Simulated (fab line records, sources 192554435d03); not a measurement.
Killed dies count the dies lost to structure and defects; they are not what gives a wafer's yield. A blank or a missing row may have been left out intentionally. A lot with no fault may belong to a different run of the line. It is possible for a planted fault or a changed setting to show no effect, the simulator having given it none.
Lot-split experiment ; flow n5_finfet ; on a route of 1938 steps: 7 lots, 39 wafers read

== THE SPLIT ==
At N5_STI_FIN_REVEAL_ETCHBACK_08 (etches SiO2 in C4F6/O2, target depth 30.5 nm, time 10.167 s), the setting target_depth_a was moved away from the recipe's 305 angstrom on 18 of the 39 wafers read, by -11.9% to +12.0%. All remaining wafers had this setting at the recipe value.

== FROM THE SPLIT TO THE READING: what the file shows between them, 3 steps ==
- N5_STI_FIN_REVEAL_STRIP_24: strips in N2/H2, time 90 s
- N5_STI_FIN_REVEAL_PRECLEAN_25: cleans in SPM, time 90 s
- N5_STI_FIN_REVEAL_SRD_23: time 30 s

== THE READING ==
trench_depth_nm, in nm, at N5_STI_FIN_REVEAL_FIN_H_MEAS_10. A value of 52.2 nm with a standard deviation of 0.81 nm is what fault-free wafers of this fab line usually give.

wafer;tool, chamber at the split;target_depth_a as run, angstrom;against the recipe;trench_depth_nm, nm;against lot-mates on the recipe
L077.1;rie_diel-06, 1,2,3;268.7;-11.9%;48.1;-4.2
L077.2;rie_diel-06, 3,0,0;305;recipe;52.1;-
L077.3;rie_diel-06, 1,2,3;268.7;-11.9%;47.5;-4.8
L077.4;rie_diel-06, 3,0,0;305;recipe;52.6;-
L077.5;rie_diel-06, 3,0,0;305;recipe;52.1;-
L077.6;rie_diel-06, 1,2,3;268.7;-11.9%;47.4;-4.9
L078.1;rie_diel-02, 1,0,1;305;recipe;52.5;-
L078.2;rie_diel-02, 1,0,1;305;recipe;54.0;-
L078.3;rie_diel-02, 3,2,2;327.4;+7.3%;54.5;+1.3
L078.4;rie_diel-02, 3,2,2;327.4;+7.3%;55.2;+2.0
L078.5;rie_diel-02, 1,0,1;305;recipe;53.0;-
L078.6;rie_diel-02, 3,2,2;327.4;+7.3%;54.3;+1.1
L082.1;rie_diel-05, 0,1,2;305;recipe;52.0;-
L082.2;rie_diel-05, 0,1,2;305;recipe;52.0;-
L082.3;rie_diel-05, 0,1,2;305;recipe;51.9;-
L082.4;rie_diel-05, 3,3,2;341.7;+12.0%;54.3;+2.3
L082.5;rie_diel-05, 3,3,2;341.7;+12.0%;54.9;+2.9
L082.6;rie_diel-05, 3,3,2;341.7;+12.0%;55.4;+3.4
L084.1;rie_diel-05, 1,0,1;318.2;+4.3%;54.9;+2.3
L084.2;rie_diel-05, 2,3,2;305;recipe;53.6;-
L084.3;rie_diel-05, 1,0,1;318.2;+4.3%;54.9;+2.3
L084.4;rie_diel-05, 2,3,2;305;recipe;51.4;-
L084.5;rie_diel-05, 1,0,1;318.2;+4.3%;54.5;+1.9
L084.6;rie_diel-05, 2,3,2;305;recipe;52.8;-
L085.1;rie_diel-05, 0,2,0;286.5;-6.1%;51.1;-0.9
L085.2;rie_diel-05, 1,3,3;305;recipe;52.8;-
L085.3;rie_diel-05, 1,3,3;305;recipe;51.4;-
L085.4;rie_diel-05, 0,2,0;286.5;-6.1%;51.6;-0.4
L085.5;rie_diel-05, 0,2,0;286.5;-6.1%;51.2;-0.8
L085.6;rie_diel-05, 1,3,3;305;recipe;51.7;-
L090.1;rie_diel-02, 2,3,2;305;recipe;53.0;-
L090.5;rie_diel-02, 2,3,2;305;recipe;52.3;-
L090.6;rie_diel-02, 2,3,2;305;recipe;52.5;-
L093.1;rie_diel-05, 0,1,0;305;recipe;51.1;-
L093.2;rie_diel-05, 2,3,1;275.3;-9.7%;48.4;-3.1
L093.3;rie_diel-05, 2,3,1;275.3;-9.7%;48.0;-3.5
L093.4;rie_diel-05, 2,3,1;275.3;-9.7%;49.0;-2.5
L093.5;rie_diel-05, 0,1,0;305;recipe;52.0;-
L093.6;rie_diel-05, 0,1,0;305;recipe;51.4;-
If several chambers appear in one row, that row covers several wafers at once and the file leaves open which wafer was in which chamber.

FIT RESULTS
A straight line over all 39 wafers: trench_depth_nm changes by +0.32 nm for each +1% of target_depth_a; r = +0.92; the points scatter about the line by 0.86 nm.
The same after taking each lot's own level away (the mean of its wafers on the recipe; 39 wafers): +0.292 nm for each +1%; r = +0.93; scatter 0.74 nm.
On that fit, the largest move of target_depth_a shifts the reading by 3.5 nm.
From 51.50 to 53.17 nm: that is the span of the lots' own levels, equal to 2.1 times the standard deviation above.
The two slopes agree, so the slope changes little with the lot-to-lot level.
Check: for one of the wafers moved furthest among these (+12.0%), held out of the fit, the line's prediction against its lot-mates is +3.64 nm. It came out at +2.33 nm against them.

== OTHER SPLITS ON THESE WAFERS ==
These wafers also went through other splits before the reading. Each is held against what the fit with the lots' levels taken away leaves over:
other split on the same wafers;wafers away from the commonest value;r with trench_depth_nm (lot level and that fit taken away)
N5_FIN_SAQP_MANDREL_ETCH_22 icp_w;15;-0.06
N5_FIN_CUT_EXPOSE_05 dose_mj;6;+0.00

== THE FILE'S OWN FIT ==
trench_depth_nm changes by +0.293 nm for each +1% of target_depth_a, r = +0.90.
